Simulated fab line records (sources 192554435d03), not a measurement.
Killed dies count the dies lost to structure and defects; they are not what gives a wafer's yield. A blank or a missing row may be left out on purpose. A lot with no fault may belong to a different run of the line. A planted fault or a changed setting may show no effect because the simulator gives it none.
3 desks looking at one fault    flow n5Finfet    every desk sees just its own numbers, and what lay behind them comes last

## THE DEFECT DESK
Per lot, the means of the sampled wafers with a number show what the inspections along the route counted. Marked OUT: a lot whose mean sits more than 4 standard deviations from the usual mean, which makes it out of limits; the brackets give that distance.
Columns: A = rawDefectCount at N5_SDB_INSPECT_36, usual 36; B = rawDefectCount at N5_DUMMY_REMOVAL_INSPECT_06, usual 12
lot   first seen here  A              B
L150  day 4 07:02      59             9
L152  day 4 15:38      56             10
L155  day 5 10:19      24             11
L160  day 6 19:23      22             13
L161  day 6 23:13      652 (+36) OUT  610 (+99 or more) OUT
L162  day 7 03:52      583 (+32) OUT  567 (+99 or more) OUT
L167  day 8 13:00      33             10
L171  day 9 11:16      33             15
This desk finds L161, L162 out of limits, L161 being first, at day 6 23:13 (rawDefectCount at N5_SDB_INSPECT_36). Within limits: L150, L152, L155, L160, L167, L171.

## FROM THE METROLOGY DESK
What the gauges read for every lot (on any tool): the sampled wafers with a number, averaged. Marked OUT: a lot whose mean sits more than 4 standard deviations from the usual mean, which makes it out of limits; the brackets give that distance. Readings shown: 7 of its 10, picked as those furthest out on some lot.
Columns: A = DIBL_P at N5_BEOL_M4_RC_MEAS_101, usual 36.5 mV/V; B = IOFF_N at N5_BEOL_M4_RC_MEAS_101, usual 0.16 nA/um; C = IOFF_P at N5_BEOL_M4_RC_MEAS_101, usual 0.21 nA/um; D = ION_N at N5_BEOL_M4_RC_MEAS_101, usual 675 uA/um; E = ION_P at N5_BEOL_M4_RC_MEAS_101, usual 462 uA/um; F = VT_N at N5_BEOL_M4_RC_MEAS_101, usual 249 mV; G = VT_P at N5_BEOL_M4_RC_MEAS_101, usual -250 mV
lot   first seen here  A     B     C     D    E    F    G
L150  day 8 11:33      35.8  0.16  0.23  676  467  249  -248
L152  day 8 13:29      35.3  0.13  0.17  680  464  253  -254
L155  day 9 10:17      37.6  0.17  0.23  681  463  249  -251
L160  day 10 09:15     35.0  0.15  0.18  669  454  250  -252
L161  day 10 15:11     37.7  0.18  0.25  681  471  247  -246
L162  day 11 10:59     37.3  0.19  0.21  671  453  249  -251
L167  day 12 06:17     38.8  0.23  0.23  691  459  242  -250
L171  day 13 10:11     36.1  0.15  0.18  671  454  250  -253
This desk found nothing out of limits on any of the 8 lots.

## FOR THE TOOL OWNER'S DESK: cmp-01
The tool's own readings at N5_SDB_CMP_30 (polishes, stops on poly-Si, t overpolish 1.54 s, target thk 30 nm): means of the sampled wafers that have a number, for each lot that ran on this tool. Marked OUT: a lot whose mean sits more than 4 standard deviations from the usual mean, which makes it out of limits; the brackets give that distance.
Columns: A = motorCurrentA at N5_SDB_CMP_30, usual 12.5 A; B = overpolishRunS at N5_SDB_CMP_30, usual 1.540 s; C = slurryFilterDpKPa at N5_SDB_CMP_30, usual 13.50 kPa; D = timeToEndpointS at N5_SDB_CMP_30, usual 17 s
lot   first seen here  A     B      C      D
L150  day 4 06:45      12.1  1.534  13.42  21
L155  day 5 10:00      14.1  1.540  13.58  17
L161  day 6 22:53      12.9  1.541  13.42  18
L162  day 7 03:32      11.8  1.544  13.36  18
This desk found nothing out of limits on any of the 4 lots.

## ALL TOGETHER
The defect desk could have raised an alarm at day 6 23:13, on L161, L162.
At the metrology desk, nothing out of limits was observed.
The desk of the tool owner found nothing out of limits.
The metrology desk holds a record of L161, L162, inside its limits.
On record at the tool owner's desk: L161, L162, within its limits.
Every lot named ran N5_SDB_CMP_30 on cmp-01.

## WHAT THE SIMULATOR HAD INSERTED
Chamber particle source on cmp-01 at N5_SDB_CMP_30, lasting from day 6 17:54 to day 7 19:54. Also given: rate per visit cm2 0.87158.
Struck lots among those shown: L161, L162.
Hours from the fault's start to each desk's first reading out of limits: the defect desk, 5.
